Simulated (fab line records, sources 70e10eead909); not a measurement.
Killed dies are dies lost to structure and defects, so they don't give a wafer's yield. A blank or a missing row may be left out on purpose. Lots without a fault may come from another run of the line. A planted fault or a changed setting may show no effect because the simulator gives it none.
Which tool did it? | flow nand_harc | 13 lots, 39 wafers sampled, at 5 steps of a route of 1302

WHAT THE GAUGES READ, wafer by wafer
NHARC_A_ONON_D1_THK_MEAS_27: measures by ellipsometry. Usual: thk_nm 996 nm, standard deviation 9.1.
lot  | measured     | on            | thk_nm (nm)    | flag
L959 | day 8 12:40  | film_metro-02 | 991 992 993    |
L960 | day 8 21:54  | film_metro-01 | 1002 1003 1002 |
L961 | day 9 02:28  | film_metro-01 | 998 999 999    |
L962 | day 9 17:43  | film_metro-01 | 995 996 995    |
L966 | day 11 06:46 | film_metro-02 | 1005 1003 1004 |
L968 | day 11 23:14 | film_metro-02 | 994 995 994    |
L969 | day 12 11:40 | film_metro-01 | 995 995 995    |
L971 | day 13 00:22 | film_metro-01 | 996 996 996    |
L973 | day 14 05:37 | film_metro-01 | 999 999 1000   |
L978 | day 16 00:00 | film_metro-01 | 1007 1009 1008 |
L979 | day 17 00:27 | film_metro-01 | 1001 1001 1001 |
L981 | day 17 09:09 | film_metro-02 | 1002 1001 1003 |
L982 | day 17 22:47 | film_metro-01 | 990 990 990    |

NHARC_A_DECK1_JOINT_THK_MEAS_14: measures by ellipsometry. Usual: thk_nm 50.6 nm, standard deviation 1.3.
lot  | measured     | on            | thk_nm (nm)    | flag
L959 | day 11 15:57 | film_metro-02 | 50.2 51.8 50.3 |
L960 | day 12 01:02 | film_metro-02 | 51.9 50.5 49.5 |
L961 | day 12 15:28 | film_metro-02 | 52.3 50.2 52.5 |
L962 | day 12 21:19 | film_metro-01 | 49.5 50.0 50.8 |
L966 | day 14 11:52 | film_metro-02 | 51.6 49.2 52.8 |
L968 | day 15 02:49 | film_metro-02 | 50.6 51.2 51.7 |
L969 | day 15 17:40 | film_metro-01 | 50.1 49.8 49.1 |
L978 | day 19 00:52 | film_metro-02 | 50.7 51.2 51.0 |
L979 | day 19 22:09 | film_metro-01 | 49.5 49.4 50.2 |
L981 | day 20 06:54 | film_metro-01 | 51.5 51.0 49.0 |
L982 | day 21 03:28 | film_metro-01 | 50.3 51.4 51.2 |

NHARC_END_SORT_01. Usual: killed_at_array 54, standard deviation 16; killed_at_other 0.6, standard deviation 0.86; killed_at_periphery 3.8, standard deviation 2.6; killed_dies 58, standard deviation 16; killed_open 3.3, standard deviation 1.8; killed_short 2.7, standard deviation 1.7.
lot  | measured     | on        | killed_at_array | killed_at_other | killed_at_periphery | killed_dies | killed_open | killed_short | flag
L971 | day 29 03:35 | prober-01 | 676 675 670     | 0 0 1           | 1 2 6               | 677 677 677 | 1 3 5       | 2 2 1        | OFF
L973 | day 30 04:48 | prober-02 | 673 666 674     | 0 0 0           | 4 11 3              | 677 677 677 | 2 6 2       | 3 8 2        | OFF

WHICH TOOL RAN EACH LOT (tool, then ch and the chambers of the sampled wafers, then the start)
lot  | NHARC_A_CHANNEL_FILL_D1_ALD_02   | NHARC_A_CHANNEL_FILL_D1_ALD_25
L959 | ald_hk-03 ch 0,1,3, day 9 03:11  | ald_hk-01 ch 0,2,3, day 10 18:33
L960 | ald_hk-04 ch 0,1,3, day 9 13:32  | ald_hk-03 ch 1,2,3, day 11 02:03
L961 | ald_hk-01 ch 0,3, day 9 20:54    | ald_hk-04 ch 0,2, day 11 13:26
L962 | ald_hk-03 ch 0,2,3, day 10 10:16 | ald_hk-03 ch 0,3, day 11 23:00
L966 | ald_hk-01 ch 0,1,2, day 11 23:37 | ald_hk-03 ch 0,1,3, day 13 13:33
L968 | ald_hk-03 ch 0,1,3, day 12 12:24 | ald_hk-01 ch 0,2, day 14 05:12
L969 | ald_hk-03 ch 1,2, day 13 04:38   | ald_hk-04 ch 0,2, day 14 17:51
L971 | ald_hk-03 ch 0,2,3, day 13 12:08 | ald_hk-01 ch 1,2,3, day 15 03:17
L973 | ald_hk-01 ch 1,2,3, day 14 19:01 | ald_hk-03 ch 0,3, day 16 07:30
L978 | ald_hk-01 ch 0,1,2, day 16 12:31 | ald_hk-03 ch 0,2,3, day 18 02:01
L979 | ald_hk-04 ch 0,3, day 17 11:35   | ald_hk-04 ch 0,1,3, day 19 01:26
L981 | ald_hk-04 ch 0,1, day 17 20:16   | ald_hk-01 ch 0,2,3, day 19 09:48
L982 | ald_hk-03 ch 0,2,3, day 18 16:35 | ald_hk-04 ch 1,2,3, day 20 05:01
- NHARC_A_CHANNEL_FILL_D1_ALD_02: deposits SiO2, target thk 6 nm, pulse time 10 s, ald cycles 60.
- NHARC_A_CHANNEL_FILL_D1_ALD_25: deposits SiOx, target thk 60 nm, pulse time 10 s, ald cycles 600.

WHAT THE TOOLS THEMSELVES READ (means of the sampled wafers that have a number; where no wafer has one, the mark that the record gives instead)
NHARC_A_CHANNEL_FILL_D1_ALD_02. Usual: heater_power_outer_w 269 W, standard deviation 24; heater_power_w 472 W, standard deviation 37; precursor_pulse_height_rel 1.001, standard deviation 0.021.
lot  | tool      | heater_power_outer_w (W) | heater_power_w (W) | precursor_pulse_height_rel | flag
L959 | ald_hk-03 | 271                      | 484                | 1.001                      |
L960 | ald_hk-04 | 273                      | 475                | 1.011                      |
L961 | ald_hk-01 | 231                      | 443                | 1.014                      |
L962 | ald_hk-03 | 256                      | 477                | 0.997                      |
L966 | ald_hk-01 | 269                      | 442                | 1.002                      |
L968 | ald_hk-03 | 274                      | 478                | 0.992                      |
L969 | ald_hk-03 | 271                      | 475                | 1.007                      |
L971 | ald_hk-03 | 261                      | 474                | 1.000                      |
L973 | ald_hk-01 | 266                      | 444                | 1.020                      |
L978 | ald_hk-01 | 278                      | 454                | 0.993                      |
L979 | ald_hk-04 | 254                      | 433                | 0.996                      |
L981 | ald_hk-04 | 295                      | 506                | 1.008                      |
L982 | ald_hk-03 | 263                      | 487                | 1.008                      |

NHARC_A_CHANNEL_FILL_D1_ALD_25. Usual: heater_power_outer_w 266 W, standard deviation 23; heater_power_w 465 W, standard deviation 31; precursor_pulse_height_rel 1.001, standard deviation 0.02.
lot  | tool      | heater_power_outer_w (W) | heater_power_w (W) | precursor_pulse_height_rel | flag
L959 | ald_hk-01 | 251                      | 453                | 0.990                      |
L960 | ald_hk-03 | 262                      | 472                | 1.011                      |
L961 | ald_hk-04 | 271                      | 463                | 1.012                      |
L962 | ald_hk-03 | 264                      | 489                | 0.991                      |
L966 | ald_hk-03 | 272                      | 482                | 1.007                      |
L968 | ald_hk-01 | 266                      | 459                | 1.011                      |
L969 | ald_hk-04 | 260                      | 459                | 1.003                      |
L971 | ald_hk-01 | -                        | -                  | -                          | OFF
L973 | ald_hk-03 | -                        | -                  | -                          | OFF
L978 | ald_hk-03 | 267                      | 478                | 1.008                      |
L979 | ald_hk-04 | 279                      | 475                | 1.022                      |
L981 | ald_hk-01 | 254                      | 454                | 1.002                      |
L982 | ald_hk-04 | 269                      | 471                | 0.999                      |

THE ANSWER, worked out from the rows above alone
Rule: a lot is off if the mean of its wafers that have a number lies more than 3 standard deviations from the usual mean. A lot without any number at a reading at which 4 lots or more have one is off too. The other lots that the step has rows for count as sound. The gauges are gone through in route order, then the tools' own readings, and for those a lot's mean is taken as printed above. The first step at which some lot is off is used, and at that step the reading that is off furthest; a lot without a number counts as furthest.
Off: L971, L973, at NHARC_END_SORT_01 (killed_at_array). Neither off nor sound, because the step has no rows for them: L959, L960, L961, L962, L966, L968, L969, L978, L979, L981, L982.
A tool fits if, at a process step before that reading, it ran every lot that is off, and no sound lot after the first of them. The gauges at NHARC_END_SORT_01 aren't tried: what is off there is off at NHARC_A_CHANNEL_FILL_D1_ALD_25 too, on other tools, and a gauge's error can't cause that. None of those tried fits.

WHAT THE SIMULATOR HAD PUT IN
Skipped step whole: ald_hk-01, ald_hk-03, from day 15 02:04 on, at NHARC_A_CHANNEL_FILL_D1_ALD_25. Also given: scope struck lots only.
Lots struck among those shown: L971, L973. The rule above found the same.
